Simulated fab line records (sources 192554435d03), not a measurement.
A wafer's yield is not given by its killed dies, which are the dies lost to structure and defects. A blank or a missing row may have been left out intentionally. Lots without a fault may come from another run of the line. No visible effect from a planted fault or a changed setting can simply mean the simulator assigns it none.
Lot-split experiment || flow n5-finfet || 7 lots, 39 wafers read, on a route of 1938 steps

ON THE SPLIT
At N5_BEOL_M15_DEP_53 (deposits SiCN from 3MS/NH3, target thk 50 nm, time 17.8 s), the setting time-s was moved away from the recipe's 17.8 s on 15 of the 39 wafers read, by -26.6% to +56.2%. The other wafers ran this setting at the recipe's value.

The reading comes from the split's own step.

THE READING
SiCN_of_BEOL_M15_DEP_53.thk-nm (the simulator's own value, which no gauge read), in nm, at N5_BEOL_M15_DEP_53 (deposits SiCN from 3MS/NH3, target thk 50 nm, time 17.8 s). The file gives no usual value for it. Here, 24 wafers ran the recipe; their average is 49.8 nm with a standard deviation of 0.68 nm.

{"wafer": "L075.1", "tool, chamber at the split": "pecvd-03, 2", "time-s as run, s": 17.8, "against the recipe": "recipe", "SiCN_of_BEOL_M15_DEP_53.thk-nm, nm": 50, "against lot-mates on the recipe": "-"}
{"wafer": "L075.2", "tool, chamber at the split": "pecvd-03, 0", "time-s as run, s": 17.8, "against the recipe": "recipe", "SiCN_of_BEOL_M15_DEP_53.thk-nm, nm": 49.6, "against lot-mates on the recipe": "-"}
{"wafer": "L075.3", "tool, chamber at the split": "pecvd-03, 1", "time-s as run, s": 17.8, "against the recipe": "recipe", "SiCN_of_BEOL_M15_DEP_53.thk-nm, nm": 48.6, "against lot-mates on the recipe": "-"}
{"wafer": "L075.4", "tool, chamber at the split": "pecvd-03, 2,0", "time-s as run, s": 13.06, "against the recipe": "-26.6%", "SiCN_of_BEOL_M15_DEP_53.thk-nm, nm": 37.4, "against lot-mates on the recipe": -12.0}
{"wafer": "L075.6", "tool, chamber at the split": "pecvd-03, 2,0", "time-s as run, s": 13.06, "against the recipe": "-26.6%", "SiCN_of_BEOL_M15_DEP_53.thk-nm, nm": 37.4, "against lot-mates on the recipe": -12.0}
{"wafer": "L075.5", "tool, chamber at the split": "pecvd-03, 1", "time-s as run, s": 13.06, "against the recipe": "-26.6%", "SiCN_of_BEOL_M15_DEP_53.thk-nm, nm": 36.8, "against lot-mates on the recipe": -12.6}
{"wafer": "L076.2", "tool, chamber at the split": "pecvd-03, 2", "time-s as run, s": 17.8, "against the recipe": "recipe", "SiCN_of_BEOL_M15_DEP_53.thk-nm, nm": 49, "against lot-mates on the recipe": "-"}
{"wafer": "L076.5", "tool, chamber at the split": "pecvd-03, 2", "time-s as run, s": 17.8, "against the recipe": "recipe", "SiCN_of_BEOL_M15_DEP_53.thk-nm, nm": 50.4, "against lot-mates on the recipe": "-"}
{"wafer": "L076.6", "tool, chamber at the split": "pecvd-03, 0", "time-s as run, s": 17.8, "against the recipe": "recipe", "SiCN_of_BEOL_M15_DEP_53.thk-nm, nm": 50, "against lot-mates on the recipe": "-"}
{"wafer": "L086.1", "tool, chamber at the split": "pecvd-04, 0", "time-s as run, s": 27.81, "against the recipe": "+56.2%", "SiCN_of_BEOL_M15_DEP_53.thk-nm, nm": 75.8, "against lot-mates on the recipe": "+26.6"}
{"wafer": "L086.2", "tool, chamber at the split": "pecvd-04, 1", "time-s as run, s": 17.8, "against the recipe": "recipe", "SiCN_of_BEOL_M15_DEP_53.thk-nm, nm": 49.4, "against lot-mates on the recipe": "-"}
{"wafer": "L086.5", "tool, chamber at the split": "pecvd-04, 1", "time-s as run, s": 17.8, "against the recipe": "recipe", "SiCN_of_BEOL_M15_DEP_53.thk-nm, nm": 49.4, "against lot-mates on the recipe": "-"}
{"wafer": "L086.3", "tool, chamber at the split": "pecvd-04, 2", "time-s as run, s": 17.8, "against the recipe": "recipe", "SiCN_of_BEOL_M15_DEP_53.thk-nm, nm": 48.8, "against lot-mates on the recipe": "-"}
{"wafer": "L086.4", "tool, chamber at the split": "pecvd-04, 2", "time-s as run, s": 27.81, "against the recipe": "+56.2%", "SiCN_of_BEOL_M15_DEP_53.thk-nm, nm": 76.4, "against lot-mates on the recipe": "+27.2"}
{"wafer": "L086.6", "tool, chamber at the split": "pecvd-04, 0", "time-s as run, s": 27.81, "against the recipe": "+56.2%", "SiCN_of_BEOL_M15_DEP_53.thk-nm, nm": 77.6, "against lot-mates on the recipe": "+28.4"}
{"wafer": "L085.1", "tool, chamber at the split": "pecvd-03, 1", "time-s as run, s": 17.8, "against the recipe": "recipe", "SiCN_of_BEOL_M15_DEP_53.thk-nm, nm": 49, "against lot-mates on the recipe": "-"}
{"wafer": "L085.2", "tool, chamber at the split": "pecvd-03, 2,1", "time-s as run, s": 13.41, "against the recipe": "-24.7%", "SiCN_of_BEOL_M15_DEP_53.thk-nm, nm": 36.8, "against lot-mates on the recipe": -12.6}
{"wafer": "L085.6", "tool, chamber at the split": "pecvd-03, 2,1", "time-s as run, s": 13.41, "against the recipe": "-24.7%", "SiCN_of_BEOL_M15_DEP_53.thk-nm, nm": 36.8, "against lot-mates on the recipe": -12.6}
{"wafer": "L085.3", "tool, chamber at the split": "pecvd-03, 0", "time-s as run, s": 17.8, "against the recipe": "recipe", "SiCN_of_BEOL_M15_DEP_53.thk-nm, nm": 49.2, "against lot-mates on the recipe": "-"}
{"wafer": "L085.4", "tool, chamber at the split": "pecvd-03, 0", "time-s as run, s": 13.41, "against the recipe": "-24.7%", "SiCN_of_BEOL_M15_DEP_53.thk-nm, nm": 38, "against lot-mates on the recipe": -11.4}
{"wafer": "L085.5", "tool, chamber at the split": "pecvd-03, 2", "time-s as run, s": 17.8, "against the recipe": "recipe", "SiCN_of_BEOL_M15_DEP_53.thk-nm, nm": 50, "against lot-mates on the recipe": "-"}
{"wafer": "L089.1", "tool, chamber at the split": "pecvd-02, 0,1,2", "time-s as run, s": 17.8, "against the recipe": "recipe", "SiCN_of_BEOL_M15_DEP_53.thk-nm, nm": 49.8, "against lot-mates on the recipe": "-"}
{"wafer": "L089.2", "tool, chamber at the split": "pecvd-02, 0,1,2", "time-s as run, s": 17.8, "against the recipe": "recipe", "SiCN_of_BEOL_M15_DEP_53.thk-nm, nm": 49.8, "against lot-mates on the recipe": "-"}
{"wafer": "L089.3", "tool, chamber at the split": "pecvd-02, 0,1,2", "time-s as run, s": 17.8, "against the recipe": "recipe", "SiCN_of_BEOL_M15_DEP_53.thk-nm, nm": 49.8, "against lot-mates on the recipe": "-"}
{"wafer": "L089.4", "tool, chamber at the split": "pecvd-02, 0", "time-s as run, s": 17.8, "against the recipe": "recipe", "SiCN_of_BEOL_M15_DEP_53.thk-nm, nm": 50.4, "against lot-mates on the recipe": "-"}
{"wafer": "L089.5", "tool, chamber at the split": "pecvd-02, 2", "time-s as run, s": 17.8, "against the recipe": "recipe", "SiCN_of_BEOL_M15_DEP_53.thk-nm, nm": 50.6, "against lot-mates on the recipe": "-"}
{"wafer": "L089.6", "tool, chamber at the split": "pecvd-02, 1", "time-s as run, s": 17.8, "against the recipe": "recipe", "SiCN_of_BEOL_M15_DEP_53.thk-nm, nm": 51.6, "against lot-mates on the recipe": "-"}
{"wafer": "L090.1", "tool, chamber at the split": "pecvd-04, 0", "time-s as run, s": 25.72, "against the recipe": "+44.5%", "SiCN_of_BEOL_M15_DEP_53.thk-nm, nm": 70.6, "against lot-mates on the recipe": "+20.9"}
{"wafer": "L090.2", "tool, chamber at the split": "pecvd-04, 2", "time-s as run, s": 17.8, "against the recipe": "recipe", "SiCN_of_BEOL_M15_DEP_53.thk-nm, nm": 49, "against lot-mates on the recipe": "-"}
{"wafer": "L090.3", "tool, chamber at the split": "pecvd-04, 2", "time-s as run, s": 17.8, "against the recipe": "recipe", "SiCN_of_BEOL_M15_DEP_53.thk-nm, nm": 50, "against lot-mates on the recipe": "-"}
{"wafer": "L090.4", "tool, chamber at the split": "pecvd-04, 0", "time-s as run, s": 25.72, "against the recipe": "+44.5%", "SiCN_of_BEOL_M15_DEP_53.thk-nm, nm": 71, "against lot-mates on the recipe": "+21.3"}
{"wafer": "L090.5", "tool, chamber at the split": "pecvd-04, 0", "time-s as run, s": 17.8, "against the recipe": "recipe", "SiCN_of_BEOL_M15_DEP_53.thk-nm, nm": 50.2, "against lot-mates on the recipe": "-"}
{"wafer": "L090.6", "tool, chamber at the split": "pecvd-04, 2", "time-s as run, s": 25.72, "against the recipe": "+44.5%", "SiCN_of_BEOL_M15_DEP_53.thk-nm, nm": 71.4, "against lot-mates on the recipe": "+21.7"}
{"wafer": "L096.1", "tool, chamber at the split": "pecvd-03, 1", "time-s as run, s": 14.87, "against the recipe": "-16.5%", "SiCN_of_BEOL_M15_DEP_53.thk-nm, nm": 40.6, "against lot-mates on the recipe": -9.5}
{"wafer": "L096.2", "tool, chamber at the split": "pecvd-03, 0", "time-s as run, s": 17.8, "against the recipe": "recipe", "SiCN_of_BEOL_M15_DEP_53.thk-nm, nm": 49.8, "against lot-mates on the recipe": "-"}
{"wafer": "L096.3", "tool, chamber at the split": "pecvd-03, 2", "time-s as run, s": 14.87, "against the recipe": "-16.5%", "SiCN_of_BEOL_M15_DEP_53.thk-nm, nm": 41.6, "against lot-mates on the recipe": -8.5}
{"wafer": "L096.4", "tool, chamber at the split": "pecvd-03, 1", "time-s as run, s": 17.8, "against the recipe": "recipe", "SiCN_of_BEOL_M15_DEP_53.thk-nm, nm": 49.6, "against lot-mates on the recipe": "-"}
{"wafer": "L096.5", "tool, chamber at the split": "pecvd-03, 2", "time-s as run, s": 14.87, "against the recipe": "-16.5%", "SiCN_of_BEOL_M15_DEP_53.thk-nm, nm": 41.8, "against lot-mates on the recipe": -8.3}
{"wafer": "L096.6", "tool, chamber at the split": "pecvd-03, 0", "time-s as run, s": 17.8, "against the recipe": "recipe", "SiCN_of_BEOL_M15_DEP_53.thk-nm, nm": 50.8, "against lot-mates on the recipe": "-"}
Where a row lists several chambers, the file gives one row for several wafers and doesn't say which wafer went through which chamber.

THE FIT
A straight line over all 39 wafers: SiCN_of_BEOL_M15_DEP_53.thk-nm changes by +0.481 nm for each +1% of time-s; r = +1.00; the points scatter about the line by 0.69 nm.
The same after taking each lot's own level away (the mean of its wafers on the recipe; 39 wafers): +0.484 nm for each +1%; r = +1.00; scatter 0.63 nm.
On that fit, the largest move of time-s shifts the reading by 27 nm.
Measured against the standard deviation above, the lots' own levels, which go from 49.20 to 50.33 nm, span 1.7 times it.
The two slopes are in agreement: the lot-to-lot level therefore moves the slope only a little.
Check: with one of the wafers moved furthest among these (+56.2%) left out of the fit, the line predicts +27.3 nm for it against its lot-mates. It came out at +26.6 nm against them.

ADDITIONAL SPLITS CARRIED BY THESE WAFERS
Before the reading, these wafers also passed through other splits. Each is held against what the fit with the lots' levels taken away leaves over:
{"other split on the same wafers": "N5_BEOL_M9_TRENCH_ETCH_37 target-depth-a", "wafers away from the commonest value": 18, "r with SiCN_of_BEOL_M15_DEP_53.thk-nm (lot level and that fit taken away)": -0.02}
{"other split on the same wafers": "N5_BEOL_M11_VIA_ETCH_34 target-depth-a", "wafers away from the commonest value": 9, "r with SiCN_of_BEOL_M15_DEP_53.thk-nm (lot level and that fit taken away)": "+0.09"}

FILE'S OWN FIT
SiCN_of_BEOL_M15_DEP_53.thk-nm changes by +0.484 nm for each +1% of time-s, r = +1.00.
